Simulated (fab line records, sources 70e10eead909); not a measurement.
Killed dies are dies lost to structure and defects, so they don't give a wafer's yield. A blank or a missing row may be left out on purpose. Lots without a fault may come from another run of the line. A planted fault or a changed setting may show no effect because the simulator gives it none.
Chamber matching | flow nand_harc | NHARC_A_STAIRCASE_DEP_325 on pecvd-01: 3 sister chambers
The step deposits SiO2, target thk 7200 nm. 3 wafers are shown with their chamber, then 9 later ones without.

WAFERS WITH THEIR CHAMBER
wafer  | chamber | mfc_precursor_sccm (sccm)
L083.1 | 2       | 199.7
L087.1 | 0       | 200.5
L087.5 | 1       | 199.6

WAFERS WITHOUT THEIR CHAMBER
wafer  | mfc_precursor_sccm (sccm)
L090.1 | 199.4
L090.2 | 200.8
L090.5 | 200.3
L093.2 | 201.8
L093.5 | 201.3
L093.6 | 200.1
L094.1 | 200.5
L094.2 | 198.8
L094.6 | 200.1

WHICH CHAMBER EACH WENT THROUGH
wafer  | from the rows above          | in truth
L090.1 | can't be placed: 1 or 2 or 0 | 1
L090.2 | can't be placed: 0 or 2 or 1 | 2
L090.5 | can't be placed: 0 or 2 or 1 | 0
L093.2 | can't be placed: 0 or 2 or 1 | 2
L093.5 | can't be placed: 0 or 2 or 1 | 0
L093.6 | can't be placed: 0 or 2 or 1 | 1
L094.1 | can't be placed: 0 or 2 or 1 | 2
L094.2 | can't be placed: 1 or 2 or 0 | 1
L094.6 | can't be placed: 0 or 2 or 1 | 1
Placed correctly: 0 of 9. Can't be placed from these rows: 9 (the true chamber is among the candidates in 9). Placed wrongly: 0.
How it was worked out, from the rows above alone: a wafer's distance from a chamber is the root of the sum, over the readings, of the square of ((its reading less the chamber's mean) divided by the reading's scatter). The wafer belongs to the nearest chamber; if the next one is less than 2 further off, it can't be placed. A chamber's mean is the mean of its shown wafers. The scatter: with one shown wafer a chamber, the root of the mean of the squares of how far each hidden wafer lies from its nearest shown one.
